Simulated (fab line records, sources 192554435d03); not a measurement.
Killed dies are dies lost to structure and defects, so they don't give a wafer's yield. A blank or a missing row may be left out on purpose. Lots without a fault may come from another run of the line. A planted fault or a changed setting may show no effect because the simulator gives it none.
fab line records | flow n5_finfet
record lots=9 wafers=26 last_day=17
route steps=1938 shown BEOL_M0@750 BEOL_M1@754 BEOL_M4@1111
lots that met no fault: from a run of the same line without faults
start_h: hours from the record's first day to the start of the lot's first wafer shown | wait_h: hours since the lot's step before | " the same as in the row above | L1.1+2: a row that stands for several wafers | - no value, or no start given | * or withheld: withheld | < > ~ a bound
route shown NAME@n: a module of which the file shows steps, and the number in the route of the first | usual: mean/standard deviation of fault-free wafers | same: alike in all rows | chamber/n: place in a boat | sites: the reading at each site | _std_site: their standard deviation | _edge_site: outer sites' mean less inner sites' | radius_mm: how far each site lies from the wafer's centre | mask NAME#n: copy n | behind: the tool/chamber that last shaped the wafer | hold: why the lot was held/for how many hours/how that ended | device: the transistor (n, p or np) that didn't switch | end of line: the same wafers' tests at the end of the route | a step without rows: its recipe alone | killed: dies lost to structure and defects at the first sort, not the wafer's yield | map: a wafer's dies, x killed, . not, _ none there
set.NAME: the setting as run; set.NAME@STEP: as run at that earlier step | model.NAME: the simulator's own value behind a step, which no gauge read
steps of the route over a sample of lots; a table a step, a row a wafer
services: from which hour (start_h, from the record's first day; less than 0 if before it) a tool's chamber was out of use, for how many hours, and why
## steps
# step N5_BEOL_M0_INSPECT_127
# recipe inspect_instrument=darkfield mode=post_dep
# usual raw_defect_count=71/25
# columns lot.wafer tool chamber start_h wait_h raw_defect_count
L740.2 defect_inspect-02 - 125.22 0.0 70
L740.3 " - " " 79
L740.5 " - " " 66
L742.1 defect_inspect-01 - 130.18 0.0 118
L742.2 " - " " 73
L742.5 " - " " 64
L746.2 defect_inspect-01 - 158.11 0.0 62
L746.3 " - " " 90
L751.1 defect_inspect-02 - 182.62 0.0 77
L751.2 " - " " 65
L751.3 " - " " 63
L753.3 defect_inspect-02 - 202.02 0.0 64
L753.4 " - " " 59
L753.5 " - " " 69
L755.1 defect_inspect-02 - 208.57 0.0 43
L755.2 " - " " 49
L755.6 " - " " 63
L756.3 defect_inspect-02 - 214.47 0.0 61
L756.4 " - " " 62
L756.5 " - " " 57
L761.1 defect_inspect-02 - 245.39 0.0 66
L761.3 " - " " 44
L761.6 " - " " 53
L763.1 defect_inspect-02 - 257.47 0.0 85
L763.4 " - " " 53
L763.6 " - " " 89
# step N5_BEOL_M1_HM_DEP_02
# recipe material=TiN target_thk_a=200 temp_c=25 chamber_pressure_pa=0.49996
# usual throttle_valve_pct=30.1/0.58
# columns lot.wafer tool chamber start_h wait_h throttle_valve_pct
L740.2 pvd_sputter-02 - 127.07 1.7 30.3
L740.3 " - " " 30.1
L740.5 " - " " 30.2
L742.1 pvd_sputter-01 - 130.76 0.4 29.3
L742.2 " - " " 30.5
L742.5 " - " " 30.6
L746.2 pvd_sputter-01 - 158.51 0.2 30.4
L746.3 " - " " 30.5
L751.1 pvd_sputter-02 - 183.54 0.8 30.3
L751.2 " - " " 29.2
L751.3 " - " " 30.1
L753.3 pvd_sputter-01 - 202.66 0.5 30.1
L753.4 " - " " 29.3
L753.5 " - " " 30.6
L755.1 pvd_sputter-01 - 209.74 1.0 29.8
L755.2 " - " " 30.7
L755.6 " - " " 30.4
L756.3 pvd_sputter-01 - 215.50 0.9 30.0
L756.4 " - " " 30.6
L756.5 " - " " 30.0
L761.1 pvd_sputter-01 - 246.09 0.5 30.5
L761.3 " - " " 30.4
L761.6 " - " " 30.5
L763.1 pvd_sputter-01 - 258.66 1.0 30.4
L763.4 " - " " 30.4
L763.6 " - " " 29.9
# step N5_BEOL_M1_ETCH_74
# recipe chemistry=N2/H2 target=underlayer target_depth_a=65 mask_material=CAR-EUV time_s=5.2 ion_energy_ev=200 pressure_mtorr=30 source_w=840 bias_w=150 n2_flow_sccm=200 h2_flow_sccm=200 ends=cleared
# usual drypump_motor_current_A=5.8/0.43 etch_rf_on_time_s=5.19/0.12 oes_product_au=0.68/0.052 rf_vpp_V=524.3/2.6 showerhead_plenum_p_Torr=2.55/0.085 throttle_valve_pct=17.84/0.2
# columns lot.wafer tool chamber start_h wait_h drypump_motor_current_A etch_rf_on_time_s oes_product_au rf_hours_counter_h rf_vpp_V showerhead_plenum_p_Torr throttle_valve_pct
L740.2 rie_diel-05 2 127.78 0.0 5.3 5.19 0.69 90 525.3 2.59 18.07
L740.3 " 3 " " 6.2 5.09 0.64 - 526.3 2.62 17.92
L740.5 " 3 " " 6.2 5.11 0.63 - 525.9 2.62 17.91
L742.1 rie_diel-01 2 131.31 0.0 5.1 5.23 0.71 82 520.8 2.46 17.86
L742.2 " 1 " " 6.4 5.31 0.74 39 520.7 2.49 17.61
L742.5 " 1 " " 6.3 5.28 0.73 - 521.7 2.49 17.65
L746.2 rie_diel-05 2 159.32 0.0 5.3 5.20 0.68 103 524.3 2.58 18.08
L746.3 " 0 " " 6.0 3.49 1.05 2 526.8 2.61 17.87
L751.1 rie_diel-05 3 184.31 0.0 6.2 5.09 0.62 224 526.5 2.62 17.96
L751.2 " 1 " " 6.1 5.03 0.68 110 523.2 2.45 17.85
L751.3 " 2 " " 5.3 3.22 0.90 110 523.3 2.58 18.16
L753.3 rie_diel-01 3 203.21 0.0 6.0 5.29 0.65 157 523.8 2.53 17.63
L753.4 " 3 " " 6.0 5.28 0.65 - 525.3 2.53 17.63
L753.5 " 2 " " 5.1 5.21 0.67 - 521.8 2.45 17.89
L755.1 rie_diel-01 3 210.28 0.0 6.0 5.29 0.64 160 522.5 2.53 17.62
L755.2 " 1 " " 6.3 5.27 0.69 72 521.8 2.48 17.68
L755.6 " 2 " " 5.2 5.23 0.68 - 522.2 2.45 17.91
L756.3 rie_diel-04 1 216.05 0.0 5.8 5.07 0.72 61 530.7 2.69 17.86
L756.4 " 0 " " 5.1 5.06 0.64 168 524.2 2.51 17.65
L756.5 " 2 " " 5.6 5.10 0.75 - 527.0 2.70 17.39
L761.1 rie_diel-05 1 247.10 0.0 6.2 5.18 0.66 129 521.7 2.44 17.87
L761.3 " 0 " " 5.9 5.49 0.74 29 526.7 2.60 17.88
L761.6 " 2 " " 5.3 5.19 0.66 - 524.1 2.57 18.13
L763.1 rie_diel-05 2 259.54 0.0 5.3 5.18 0.66 132 525.1 2.57 18.16
L763.4 " 1 " " 6.1 5.18 0.65 133 522.7 2.44 17.88
L763.6 " 2 " " 5.3 5.19 0.66 - 523.2 2.57 18.14
# step N5_BEOL_M1_STRIP_19
# recipe chemistry=O2 power_w=400 temp_c=40 pressure_mtorr=30 rf_frequency_hz=6e+07 bias_power_w=0 overash_fraction=0.2 o2_flow_sccm=225
# usual drypump_motor_current_A=5.8/0.42 oes_product_au=0.82/0.069 rf_vpp_V=3.6/0.51 showerhead_plenum_p_Torr=2.11/0.075 throttle_valve_pct=16.61/0.18
# same overash_fraction=0.2
# columns lot.wafer tool chamber start_h wait_h drypump_motor_current_A oes_product_au rf_hours_counter_h rf_vpp_V showerhead_plenum_p_Torr throttle_valve_pct
L740.2 rie_diel-01 1 128.29 0.1 6.4 0.87 38 3.7 2.04 16.24
L740.3 " 3 " " 6.0 0.80 133 3.1 2.10 16.53
L740.5 " 3 " " 6.0 0.80 - 4.7 2.10 16.53
L742.1 rie_diel-01 2 131.67 0.1 5.1 0.82 82 4.0 2.05 16.74
L742.2 " 1 " " 6.3 0.87 40 3.9 2.04 16.23
L742.5 " 2 " " 5.1 0.82 - 3.5 2.05 16.75
L746.2 rie_diel-04 3 159.65 0.1 5.7 0.68 244 3.7 1.99 16.94
L746.3 " 1 " " 5.8 0.88 42 4.3 2.22 16.63
L751.1 rie_diel-05 0 184.63 0.1 5.9 0.95 10 2.9 2.16 16.59
L751.2 " 3 " " 6.3 0.72 224 3.8 2.14 16.67
L751.3 " 2 " " 5.3 0.79 110 3.7 2.11 16.88
L753.3 rie_diel-04 1 203.53 0.1 5.8 0.85 57 3.9 2.22 16.66
L753.4 " 3 " " 5.7 0.95 - 4.7 2.26 16.50
L753.5 " 1 " " 5.8 0.85 - 4.1 2.22 16.65
L755.1 rie_diel-04 0 210.76 0.2 5.1 0.75 166 3.6 2.09 16.61
L755.2 " 1 " " 5.9 0.84 60 3.8 2.22 16.66
L755.6 " 3 " " 5.7 0.93 - 4.6 2.26 16.52
L756.3 rie_diel-05 0 216.49 0.2 5.9 0.92 20 3.4 2.16 16.64
L756.4 " 2 " " 5.3 0.79 120 3.6 2.11 16.87
L756.5 " 1 " " 6.1 0.78 - 4.2 2.03 16.77
L761.1 rie_diel-05 2 247.42 0.1 5.3 0.77 128 4.0 2.11 16.88
L761.3 " 1 " " 6.1 0.76 129 4.8 2.03 16.80
L761.6 " 0 " " 5.9 0.91 - 3.7 2.15 16.63
L763.1 rie_diel-01 0 259.92 0.1 6.1 0.72 207 2.5 2.17 16.70
L763.4 " 1 " " 6.3 0.82 92 3.9 2.02 16.34
L763.6 " 3 " " 6.0 0.75 - 3.0 2.09 16.62
# step N5_BEOL_M4_RC_MEAS_101
# usual DIBL_N=36.5/1.7 DIBL_P=36.3/2.1 IOFF_N=0.16/0.036 IOFF_P=0.21/0.037 ION_N=676/12 ION_P=462/7.6 SS_N=71.5/0.68 SS_P=73.3/0.63 VT_N=249/3.5 VT_P=-250/3.5
# columns lot.wafer tool chamber start_h wait_h DIBL_N[mV/V] DIBL_P[mV/V] IOFF_N[nA/um] IOFF_P[nA/um] ION_N[uA/um] ION_P[uA/um] SS_N[mV/dec] SS_P[mV/dec] VT_N[mV] VT_P[mV]
L740.2 prober-01 0 176.10 0.2 36.5 36.5 0.18 0.22 682 472 71.6 73.3 248 -248
L740.3 " 0 " " 37.3 37.2 0.20 0.23 687 463 72.3 73.7 247 -250
L740.5 " 0 " " 37.0 36.9 0.19 0.22 685 466 72.0 73.5 244 -248
L742.1 prober-02 0 178.95 0.0 36.3 36.9 0.16 0.18 681 452 71.1 73.4 250 -253
L742.2 " 0 " " 37.3 38.5 0.17 0.19 682 452 71.8 72.8 253 -255
L742.5 " 0 " " 36.6 38.4 0.17 0.18 675 453 71.8 74.1 250 -256
L746.2 prober-02 0 206.14 0.2 37.0 35.0 0.14 0.20 672 461 71.3 72.7 253 -249
L746.3 " 0 " " 35.8 32.9 0.12 0.17 664 459 71.0 72.8 257 -251
L751.1 prober-01 0 246.90 0.0 35.1 33.4 0.11 0.14 662 449 71.0 72.6 252 -256
L751.2 " 0 " " 39.3 38.0 0.19 0.20 684 454 72.7 73.4 247 -254
L751.3 " 0 " " 36.9 36.1 0.15 0.18 673 459 71.5 73.1 248 -255
L753.3 prober-02 0 254.86 0.3 36.1 35.1 0.16 0.25 675 479 70.8 73.5 247 -244
L753.4 " 0 " " 38.9 38.4 0.22 0.31 694 476 72.2 73.6 245 -239
L753.5 " 0 " " 36.0 34.6 0.15 0.23 673 475 71.7 72.5 247 -249
L756.3 prober-01 0 259.90 0.3 36.5 37.1 0.16 0.22 674 461 71.1 73.9 252 -251
L756.4 " 0 " " 33.6 34.0 0.13 0.18 667 460 70.8 73.0 252 -254
L756.5 " 0 " " 35.1 36.0 0.14 0.21 667 461 71.1 73.9 253 -249
L755.1 prober-02 0 264.55 0.0 36.0 36.6 0.15 0.21 667 456 72.2 73.3 252 -250
L755.2 " 0 " " 34.1 34.7 0.13 0.19 677 466 71.1 73.0 251 -250
L755.6 " 0 " " 35.2 36.3 0.15 0.21 675 466 71.9 73.5 251 -250
L761.1 prober-01 0 293.40 0.0 35.0 34.1 0.12 0.17 665 457 71.3 72.2 252 -251
L761.3 " 0 " " 35.4 34.3 0.12 0.17 669 455 71.1 72.6 252 -255
L761.6 " 0 " " 38.7 38.4 0.18 0.23 678 464 72.1 74.3 247 -248
L763.1 prober-01 0 310.17 0.0 39.0 37.7 0.19 0.24 679 463 73.4 74.3 246 -247
L763.4 " 0 " " 36.7 36.5 0.16 0.24 689 480 70.5 73.0 248 -246
L763.6 " 0 " " 35.6 34.4 0.13 0.19 679 464 71.2 72.9 250 -252
## services
# columns tool chamber start_h hours kind
rie_diel-01 3 111.79 13.2 repair
rie_diel-04 2 120.94 - clean
rie_diel-04 2 120.94 - consumable_replace:focus_ring
rie_diel-04 2 120.94 - consumable_replace:showerhead
rie_diel-04 2 120.94 23.6 scheduled_down
rie_diel-04 2 120.94 23.6 vent_cycle
rie_diel-05 0 123.19 - clean
rie_diel-05 0 123.19 - consumable_replace:focus_ring
rie_diel-05 0 123.19 28.3 scheduled_down
rie_diel-05 0 123.19 28.3 vent_cycle
rie_diel-01 0 123.46 131.8 repair
rie_diel-05 1 126.84 5.4 repair
pvd_sputter-01 - 151.43 3.4 repair
rie_diel-01 3 154.67 14.1 repair
rie_diel-04 3 176.15 - clean
rie_diel-04 3 176.15 - consumable_replace:focus_ring
rie_diel-04 3 176.15 - consumable_replace:showerhead
rie_diel-04 3 176.15 12.3 scheduled_down
rie_diel-04 3 176.15 12.3 vent_cycle
rie_diel-04 0 202.29 6.5 repair
rie_diel-05 2 205.97 1.6 repair
rie_diel-05 - 216.89 0.8 repair
rie_diel-04 2 233.69 4.1 repair
rie_diel-04 2 252.40 19.3 repair
## key
first_sign step=N5_BEOL_M1_ETCH_74 reading=etch_rf_on_time_s direction=down sigmas=16 usual=* struck=*
effect step=N5_BEOL_M1_ETCH_74 reading=oes_product_au direction=up sigmas=5.7 usual=0.68 struck=0.98
met_at N5_BEOL_M1_ETCH_74
struck_lots L746,L751
struck_wafers L746.3,L751.3
not_acting_at N5_BEOL_M0_INSPECT_127,N5_BEOL_M1_HM_DEP_02,N5_BEOL_M1_STRIP_19
onset_between 127.78 159.32
fault kind=process_parameter_drift tool=rie_diel-05 chamber=- onset_h=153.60 steps=N5_BEOL_M1_ETCH_74 channel=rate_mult offset=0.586 shape=step end_h=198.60 scope=struck_wafers_only
